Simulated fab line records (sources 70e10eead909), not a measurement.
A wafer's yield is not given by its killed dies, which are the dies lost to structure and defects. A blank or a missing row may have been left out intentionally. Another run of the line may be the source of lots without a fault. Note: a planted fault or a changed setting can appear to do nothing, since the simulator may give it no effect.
Matching of chambers :: flow nand-harc :: rie-diel-07 running NHARC_P_GATE_ETCH_104: 4 sister chambers
The step etches the open film in CF4/CHF3, target depth 60 nm. 4 wafers are shown with their chamber, then 7 later ones without.

## WAFERS, EACH WITH ITS CHAMBER
wafer: L186.1
chamber: 0
drypump-motor-current-A (A): 5.87

wafer: L186.2
chamber: 1
drypump-motor-current-A (A): 5.64

wafer: L195.4
chamber: 3
drypump-motor-current-A (A): 5.72

wafer: L195.5
chamber: 2
drypump-motor-current-A (A): 5.95

## WAFERS WITH NO CHAMBER GIVEN
wafer: L195.6
drypump-motor-current-A (A): 5.71

wafer: L199.2
drypump-motor-current-A (A): 5.65

wafer: L199.3
drypump-motor-current-A (A): 5.71

wafer: L199.6
drypump-motor-current-A (A): 5.93

wafer: L200.2
drypump-motor-current-A (A): 5.99

wafer: L200.4
drypump-motor-current-A (A): 5.67

wafer: L200.6
drypump-motor-current-A (A): 5.99

## WHICH CHAMBER EACH ONE RAN IN
wafer: L195.6
from the rows above: 3
in truth: 3

wafer: L199.2
from the rows above: 1
in truth: 1

wafer: L199.3
from the rows above: 3
in truth: 3

wafer: L199.6
from the rows above: can't be placed: 2 or 0
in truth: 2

wafer: L200.2
from the rows above: 2
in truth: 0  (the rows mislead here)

wafer: L200.4
from the rows above: can't be placed: 1 or 3
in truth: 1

wafer: L200.6
from the rows above: 2
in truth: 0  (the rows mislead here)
Correctly placed: 3 of 7. Unplaceable from these rows: 2, with the true chamber sitting among the candidates in 2. Wrongly placed: 2.
How it was worked out, from the rows above alone: a wafer's distance from a chamber is the root of the sum, over the readings, of the square of ((its reading less the chamber's mean) divided by the reading's scatter). The wafer belongs to the nearest chamber; if the next one is less than 2 further off, it can't be placed. A chamber's mean is the mean of its shown wafers. The scatter (one wafer shown for each chamber): square how far every hidden wafer sits from the nearest shown wafer, average those squares and take the square root.
